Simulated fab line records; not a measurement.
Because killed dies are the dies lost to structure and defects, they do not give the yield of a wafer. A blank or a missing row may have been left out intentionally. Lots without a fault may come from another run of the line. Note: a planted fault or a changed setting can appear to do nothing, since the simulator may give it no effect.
Lot-split experiment	flow n5Finfet	7 lots, 39 wafers read, on a route of 1938 steps

## ABOUT THE SPLIT
At N5_BEOL_M14_ILD_DEP_00 (deposits SiO2 from TEOS/O2, target thk 1119.3 nm, time 237.4 s), the setting targetThkA was moved away from the recipe's 11193 angstrom on 9 of the 39 wafers read, by -30.0% to +28.3%. The other wafers ran this setting at the recipe's value.

Between the split and the reading, the file records no step.

## THE READING
Values of M14_ILD_THK in nm from N5_BEOL_M14_THK_MEAS_01. Fault-free wafers of this fab line usually give 1125 nm, standard deviation 17 nm.

wafer	tool, chamber at the split	targetThkA as run, angstrom	against the recipe	M14_ILD_THK, nm	against lot-mates on the recipe
L079.1	pecvd-02, 0	7839	-30.0%	805	-333
L079.2	pecvd-02, 1	7839	-30.0%	779	-359
L079.3	pecvd-02, 2	11193	recipe	1131	-
L079.4	pecvd-02, 1	11193	recipe	1123	-
L079.5	pecvd-02, 2	11193	recipe	1160	-
L079.6	pecvd-02, 0	7839	-30.0%	816	-322
L083.1	pecvd-04, 1	11193	recipe	1130	-
L083.5	pecvd-04, 2	11193	recipe	1120	-
L083.6	pecvd-04, 1	11193	recipe	1127	-
L084.1	pecvd-01, 0	11193	recipe	1094	-
L084.2	pecvd-01, 2	11193	recipe	1109	-
L084.3	pecvd-01, 1	11193	recipe	1134	-
L084.4	pecvd-01, 2	11193	recipe	1147	-
L084.5	pecvd-01, 1	11193	recipe	1164	-
L084.6	pecvd-01, 0	11193	recipe	1133	-
L087.1	pecvd-01, 2	11193	recipe	1107	-
L087.2	pecvd-01, 1	11193	recipe	1120	-
L087.3	pecvd-01, 0	14260	+27.4%	1403	+285
L087.4	pecvd-01, 1	14260	+27.4%	1442	+324
L087.5	pecvd-01, 2	11193	recipe	1127	-
L087.6	pecvd-01, 0	14260	+27.4%	1431	+313
L090.1	pecvd-02, 2	11193	recipe	1115	-
L090.2	pecvd-02, 0	11193	recipe	1100	-
L090.3	pecvd-02, 1	11193	recipe	1083	-
L090.4	pecvd-02, 1	11193	recipe	1109	-
L090.5	pecvd-02, 0,2	11193	recipe	1135	-
L090.6	pecvd-02, 0,2	11193	recipe	1134	-
L092.1	pecvd-02, 0	11193	recipe	1121	-
L092.2	pecvd-02, 1	11193	recipe	1097	-
L092.3	pecvd-02, 2	11193	recipe	1114	-
L092.4	pecvd-02, 1	11193	recipe	1107	-
L092.5	pecvd-02, 0	11193	recipe	1128	-
L092.6	pecvd-02, 2	11193	recipe	1131	-
L097.1	pecvd-04, 2	11193	recipe	1101	-
L097.2	pecvd-04, 1	14360	+28.3%	1419	+299
L097.3	pecvd-04, 0	14360	+28.3%	1414	+294
L097.4	pecvd-04, 0	11193	recipe	1135	-
L097.5	pecvd-04, 2	14360	+28.3%	1452	+332
L097.6	pecvd-04, 1	11193	recipe	1123	-
When a row names more than one chamber, that row covers several wafers, and the file does not tell which wafer ran in which chamber.

FIT RESULTS
A straight line over all 39 wafers: M14_ILD_THK changes by +10.9 nm for each +1% of targetThkA; r = +0.99; the points scatter about the line by 18 nm.
The same after taking each lot's own level away (the mean of its wafers on the recipe; 39 wafers): +11.1 nm for each +1%; r = +0.99; scatter 17 nm.
That fit puts the effect of the largest move of targetThkA on the reading at 3.3e+02 nm.
The span of the lots' own levels, 1112.7 to 1138.0 nm, comes to 1.5 times the standard deviation stated above.
The two slopes agree, so the slope changes little with the lot-to-lot level.
Check: with one of the wafers moved furthest among these (-30.0%) left out of the fit, the line predicts -335 nm for it against its lot-mates. It came out at -333 nm against them.

## ADDITIONAL SPLITS CARRIED BY THESE WAFERS
These wafers also went through other splits before the reading. Each is held against what the fit with the lots' levels taken away leaves over:
other split on the same wafers	wafers away from the commonest value	r with M14_ILD_THK (lot level and that fit taken away)
N5_BEOL_M10_TRENCH_ETCH_37 timeS	12	-0.06

## THE WHOLE CHAIN: every reading that the file lists as answering this split, in the file's order
step	what it does	reading	change (the file's fit)	r (the file's)
N5_BEOL_M14_ILD_DEP_00	deposits SiO2 from TEOS/O2, target thk 1119.3 nm, time 237.4 s	SiO2_of_BEOL_M14_ILD_DEP_00.thkNm (the simulator's own value, which no gauge read)	+11.1 nm for each +1% of the setting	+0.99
N5_BEOL_M14_THK_MEAS_01		M14_ILD_THK	+11.1 for each +1% of the setting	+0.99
N5_BEOL_M14_VIA_ETCH_16	etches SiO2 in C4F8/O2/Ar, target depth 1231.3 nm	etch.depthNm (the simulator's own value, which no gauge read)	+11.1 nm for each +1% of the setting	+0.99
N5_BEOL_M14_VIA_ETCH_16	etches SiO2 in C4F8/O2/Ar, target depth 1231.3 nm	coat_of_BEOL_M14_COAT_04.thkNm (the simulator's own value, which no gauge read)	-2.56 nm for each +1% of the setting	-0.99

## THE FILE'S OWN FIT
M14_ILD_THK changes by +11.1 nm for each +1% of targetThkA, r = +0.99.
